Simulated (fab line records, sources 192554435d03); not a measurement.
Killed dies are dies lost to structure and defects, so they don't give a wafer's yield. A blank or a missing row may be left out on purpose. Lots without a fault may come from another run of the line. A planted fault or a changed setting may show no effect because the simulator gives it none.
Which tool did it? | flow n5_finfet | 8 lots, 24 wafers sampled, at 8 steps of a route of 1938

WHAT THE GAUGES READ, wafer by wafer
N5_BEOL_M4_RC_MEAS_101. Usual: DIBL_N 37.2 mV/V, standard deviation 2.5; DIBL_P 38 mV/V, standard deviation 3; IOFF_N 0.17 nA/um, standard deviation 0.044; IOFF_P 0.24 nA/um, standard deviation 0.059; ION_N 667 uA/um, standard deviation 13; ION_P 461 uA/um, standard deviation 7.9; SS_N 71.8 mV/dec, standard deviation 0.86; SS_P 73.6 mV/dec, standard deviation 0.92; VT_N 250 mV, standard deviation 4.1; VT_P -249 mV, standard deviation 3.9.
lot  | measured     | on        | DIBL_N (mV/V)  | DIBL_P (mV/V) | IOFF_N (nA/um) | IOFF_P (nA/um) | ION_N (uA/um) | ION_P (uA/um) | SS_N (mV/dec)  | SS_P (mV/dec)  | VT_N (mV)   | VT_P (mV)      | flag
L259 | day 8 07:10  | prober-01 | 39.1 36.4 34.9 | 38 37 35      | 0.18 0.15 0.12 | 0.21 0.22 0.18 | 668 665 660   | 455 457 452   | 71.8 71.4 71.3 | 73.7 73.9 73.1 | 252 250 252 | -252 -252 -254 |
L260 | day 8 10:58  | prober-01 | 36.9 36.7 39.7 | 38 37 41      | 0.17 0.15 0.22 | 0.23 0.21 0.31 | 685 656 682   | 466 460 468   | 72.0 71.8 73.0 | 73.9 72.6 74.0 | 250 252 245 | -247 -253 -243 |
L263 | day 9 11:36  | prober-02 | 34.7 39.1 39.5 | 33 39 41      | 0.10 0.18 0.21 | 0.17 0.26 0.29 | 654 679 683   | 462 463 467   | 71.3 71.7 72.2 | 72.4 73.6 74.7 | 255 247 244 | -251 -244 -244 |
L265 | day 9 22:03  | prober-01 | 30.9 34.6 34.8 | 31 35 35      | 0.08 0.12 0.13 | 0.13 0.18 0.18 | 630 668 656   | 442 462 452   | 70.1 70.9 70.5 | 71.6 72.9 73.3 | 263 254 252 | -256 -254 -253 |
L271 | day 11 13:14 | prober-01 | 43.1 33.8 40.1 | 43 32 40      | 0.26 0.10 0.21 | 0.44 0.21 0.39 | 691 654 676   | 484 476 478   | 73.7 71.2 72.3 | 75.0 71.1 74.7 | 245 260 246 | -238 -247 -237 |
L273 | day 12 05:06 | prober-02 | 39.0 34.9 36.5 | 39 36 38      | 0.19 0.12 0.15 | 0.23 0.18 0.21 | 678 659 672   | 460 457 455   | 72.2 71.4 71.8 | 73.8 72.9 73.5 | 248 252 250 | -249 -252 -252 |
L274 | day 12 09:56 | prober-01 | 41.7 39.2 40.4 | 45 43 43      | 0.29 0.22 0.24 | 0.38 0.36 0.36 | 674 685 674   | 471 482 470   | 73.4 72.5 72.9 | 75.3 75.1 75.4 | 241 246 248 | -239 -238 -241 |
L281 | day 14 03:52 | prober-01 | 39.9 39.3 35.9 | 38 38 33      | 0.18 0.16 0.12 | 0.24 0.25 0.19 | 658 663 657   | 458 462 451   | 72.5 72.0 71.3 | 72.9 73.2 71.8 | 251 253 257 | -249 -246 -251 |

N5_BEOL_M9_OVL_MEAS_12. Usual: M9_OVL 0.1 nm, standard deviation 0.86.
lot  | measured     | on         | M9_OVL (nm)    | flag
L259 | day 10 00:44 | overlay-01 | 0.4 0.8 1.0    |
L260 | day 10 05:05 | overlay-02 | 1.4 1.0 1.8    |
L263 | day 11 10:10 | overlay-01 | 0.4 1.1 2.3    |
L265 | day 11 21:44 | overlay-01 | -0.7 0.1 0.3   |
L271 | day 13 05:33 | overlay-02 | -0.2 -0.4 -0.4 |
L273 | day 13 19:23 | overlay-02 | 0.9 0.3 0.8    |
L274 | day 14 02:53 | overlay-01 | -0.7 -0.1 -0.2 |
L281 | day 15 23:56 | overlay-02 | 0.0 0.0 0.3    |

N5_BEOL_M9_OCD_MEAS_38. Usual: trench_depth_nm 151 nm, standard deviation 3.8.
lot  | measured     | on     | trench_depth_nm (nm) | flag
L259 | day 10 04:54 | ocd-01 | 151 151 147          |
L260 | day 10 11:41 | ocd-02 | 150 146 151          |
L263 | day 11 13:55 | ocd-02 | 149 153 153          |
L265 | day 11 23:25 | ocd-01 | 152 159 147          |
L271 | day 13 08:31 | ocd-02 | 147 151 150          |
L273 | day 13 20:52 | ocd-01 | 148 1 2              | OFF
L274 | day 14 05:01 | ocd-01 | 153 60 150           | OFF
L281 | day 16 03:16 | ocd-02 | 151 159 151          |

N5_BEOL_M9_THK_MEAS_53: measures by xrf. Usual: M9_THK 141 nm, standard deviation 4.3.
lot  | measured     | on            | M9_THK (nm) | flag
L259 | day 10 07:13 | film_metro-02 | 141 139 133 |
L260 | day 10 13:53 | film_metro-02 | 139 135 140 |
L263 | day 11 16:31 | film_metro-01 | 137 140 141 |
L265 | day 12 03:20 | film_metro-02 | 141 148 136 |
L271 | day 13 11:04 | film_metro-01 | 135 140 139 |
L273 | day 13 23:41 | film_metro-01 | 138 - -     |
L274 | day 14 07:28 | film_metro-01 | 144 - 139   |
L281 | day 16 05:34 | film_metro-01 | 139 149 140 |

WHICH TOOL RAN EACH LOT (tool, then ch and the chambers of the sampled wafers, then the start)
lot  | N5_BEOL_M9_HM_DEP_02         | N5_BEOL_M9_DESCUM_16               | N5_BEOL_M9_STRIP_67                | N5_BEOL_M9_VIA_ETCH_34
L259 | pvd_sputter-03, day 10 00:13 | rie_diel-03 ch 0,1, day 10 00:48   | rie_diel-03 ch 0,1, day 10 01:02   | rie_diel-05 ch 2,3, day 10 04:37
L260 | pvd_sputter-02, day 10 04:34 | rie_diel-03 ch 1,2, day 10 06:02   | rie_diel-03 ch 1,2, day 10 06:17   | rie_diel-05 ch 2,3, day 10 11:24
L263 | pvd_sputter-03, day 11 09:38 | rie_diel-01 ch 1,2, day 11 10:19   | rie_diel-01 ch 1,2, day 11 10:33   | rie_diel-05 ch 1,2,3, day 11 13:38
L265 | pvd_sputter-03, day 11 21:20 | rie_diel-01 ch 0,1,2, day 11 21:48 | rie_diel-01 ch 0,1,2, day 11 22:02 | rie_diel-01 ch 0,1,2, day 11 23:09
L271 | pvd_sputter-03, day 13 05:02 | rie_diel-01 ch 1,3, day 13 05:47   | rie_diel-01 ch 1,3, day 13 06:01   | rie_diel-05 ch 1,3, day 13 08:15
L273 | pvd_sputter-03, day 13 18:59 | rie_diel-01 ch 0,1,3, day 13 19:26 | rie_diel-01 ch 0,1,3, day 13 19:40 | rie_diel-01 ch 0,1,3, day 13 20:36
L274 | pvd_sputter-03, day 14 02:22 | rie_diel-03 ch 0,3, day 14 03:09   | rie_diel-03 ch 0,3, day 14 03:23   | rie_diel-03 ch 0,2,3, day 14 04:44
L281 | pvd_sputter-02, day 15 23:25 | rie_diel-01 ch 0,2,3, day 16 00:29 | rie_diel-01 ch 0,2,3, day 16 00:43 | rie_diel-01 ch 0,2,3, day 16 02:59
- N5_BEOL_M9_HM_DEP_02: deposits TiN, target thk 20 nm.
- N5_BEOL_M9_DESCUM_16: chemistry O2, time 7.9 s.
- N5_BEOL_M9_STRIP_67: strips in CF4.
- N5_BEOL_M9_VIA_ETCH_34: etches SiCOH lowk in C4F6/O2, target depth 182.4 nm, time 68.4 s.

WHAT THE TOOLS THEMSELVES READ (means of the sampled wafers that have a number; where no wafer has one, the mark that the record gives instead)
N5_BEOL_M9_HM_DEP_02. Usual: throttle_valve_pct 29.8 %, standard deviation 1.1.
lot  | tool           | throttle_valve_pct (%) | flag
L259 | pvd_sputter-03 | 30.6                   |
L260 | pvd_sputter-02 | 30.2                   |
L263 | pvd_sputter-03 | 30.5                   |
L265 | pvd_sputter-03 | 30.7                   |
L271 | pvd_sputter-03 | 30.5                   |
L273 | pvd_sputter-03 | 30.6                   |
L274 | pvd_sputter-03 | 30.7                   |
L281 | pvd_sputter-02 | 30.1                   |

N5_BEOL_M9_DESCUM_16. Usual: drypump_motor_current_A 5.7 A, standard deviation 0.49; oes_product_au 0.80 a.u., standard deviation 0.082; rf_vpp_V 243.0 V, standard deviation 1.3; showerhead_plenum_p_Torr 2.08 Torr, standard deviation 0.064; throttle_valve_pct 20.34 %, standard deviation 0.22.
lot  | tool        | drypump_motor_current_A (A) | oes_product_au (a.u.) | rf_vpp_V (V) | showerhead_plenum_p_Torr (Torr) | throttle_valve_pct (%) | flag
L259 | rie_diel-03 | 6.2                         | 0.79                  | 243.1        | 2.09                            | 20.37                  |
L260 | rie_diel-03 | 6.3                         | 0.76                  | 242.8        | 2.07                            | 20.30                  |
L263 | rie_diel-01 | 5.3                         | 0.86                  | 242.4        | 2.05                            | 20.23                  |
L265 | rie_diel-01 | 5.4                         | 0.86                  | 241.7        | 2.04                            | 20.17                  |
L271 | rie_diel-01 | 5.6                         | 0.82                  | 242.2        | 2.07                            | 20.18                  |
L273 | rie_diel-01 | 5.7                         | 0.82                  | 242.2        | 2.06                            | 20.20                  |
L274 | rie_diel-03 | 6.3                         | 0.82                  | 243.8        | 2.17                            | 20.38                  |
L281 | rie_diel-01 | 5.6                         | 0.82                  | 242.5        | 2.05                            | 20.31                  |

N5_BEOL_M9_STRIP_67. Usual: drypump_motor_current_A 5.7 A, standard deviation 0.49; oes_product_au 0.80 a.u., standard deviation 0.073; power_w 300.0 W, standard deviation 0.88; rf_vpp_V 270.9 V, standard deviation 1.4; showerhead_plenum_p_Torr 1.78 Torr, standard deviation 0.049; throttle_valve_pct 13.46 %, standard deviation 0.27.
lot  | tool        | drypump_motor_current_A (A) | oes_product_au (a.u.) | power_w (W) | rf_vpp_V (V) | showerhead_plenum_p_Torr (Torr) | throttle_valve_pct (%) | flag
L259 | rie_diel-03 | 6.2                         | 0.79                  | 299.4       | 271.7        | 1.80                            | 13.55                  |
L260 | rie_diel-03 | 6.3                         | 0.76                  | 299.0       | 270.7        | 1.78                            | 13.63                  |
L263 | rie_diel-01 | 5.3                         | 0.85                  | 300.0       | 271.0        | 1.74                            | 13.19                  |
L265 | rie_diel-01 | 5.4                         | 0.85                  | 299.3       | 269.7        | 1.73                            | 13.20                  |
L271 | rie_diel-01 | 5.6                         | 0.82                  | 300.7       | 270.5        | 1.77                            | 13.35                  |
L273 | rie_diel-01 | 5.6                         | 0.82                  | 300.9       | 270.3        | 1.76                            | 13.33                  |
L274 | rie_diel-03 | 6.3                         | 0.82                  | 299.6       | 272.3        | 1.84                            | 13.34                  |
L281 | rie_diel-01 | 5.6                         | 0.81                  | 299.6       | 270.6        | 1.75                            | 13.36                  |

N5_BEOL_M9_VIA_ETCH_34. Usual: O2_flow_sccm 10.00 sccm, standard deviation 0.032; drypump_motor_current_A 5.6 A, standard deviation 0.44; oes_product_au 0.80 a.u., standard deviation 0.07; rf_vpp_V 668 V, standard deviation 25; showerhead_plenum_p_Torr 2.83 Torr, standard deviation 0.085; throttle_valve_pct 20.85 %, standard deviation 0.23.
lot  | tool        | O2_flow_sccm (sccm) | drypump_motor_current_A (A) | oes_product_au (a.u.) | rf_vpp_V (V) | showerhead_plenum_p_Torr (Torr) | throttle_valve_pct (%) | flag
L259 | rie_diel-05 | 10.01               | 5.3                         | 0.79                  | 686          | 2.81                            | 20.91                  |
L260 | rie_diel-05 | 9.97                | 5.3                         | 0.78                  | 686          | 2.81                            | 20.92                  |
L263 | rie_diel-05 | 9.99                | 5.6                         | 0.84                  | 683          | 2.86                            | 20.84                  |
L265 | rie_diel-01 | 9.99                | 5.4                         | 0.85                  | 678          | 2.79                            | 20.71                  |
L271 | rie_diel-05 | 9.99                | 5.9                         | 0.85                  | 680          | 2.92                            | 20.76                  |
L273 | rie_diel-01 | 9.98                | 5.6                         | 0.47                  | 662          | 2.84                            | 20.77                  | OFF
L274 | rie_diel-03 | 9.96                | 6.1                         | 0.70                  | 667          | 2.91                            | 20.86                  |
L281 | rie_diel-01 | 10.01               | 5.6                         | 0.82                  | 662          | 2.82                            | 20.90                  |

THE ANSWER, worked out from the rows above alone
Rule: a lot is off if the mean of its wafers that have a number lies more than 3 standard deviations from the usual mean. A lot without any number at a reading at which 4 lots or more have one is off too. The other lots that the step has rows for count as sound. The gauges are gone through in route order, then the tools' own readings, and for those a lot's mean is taken as printed above. The first step at which some lot is off is used, and at that step the reading that is off furthest; a lot without a number counts as furthest.
Off: L273, L274, at N5_BEOL_M9_OCD_MEAS_38 (trench_depth_nm).
A tool fits if, at a process step before that reading, it ran every lot that is off, and no sound lot after the first of them. The gauges at N5_BEOL_M9_OCD_MEAS_38 are tried like those tools. Can't be told from this: 2 tools fit, pvd_sputter-03 at N5_BEOL_M9_HM_DEP_02, ocd-01 at N5_BEOL_M9_OCD_MEAS_38.

WHAT THE SIMULATOR HAD PUT IN
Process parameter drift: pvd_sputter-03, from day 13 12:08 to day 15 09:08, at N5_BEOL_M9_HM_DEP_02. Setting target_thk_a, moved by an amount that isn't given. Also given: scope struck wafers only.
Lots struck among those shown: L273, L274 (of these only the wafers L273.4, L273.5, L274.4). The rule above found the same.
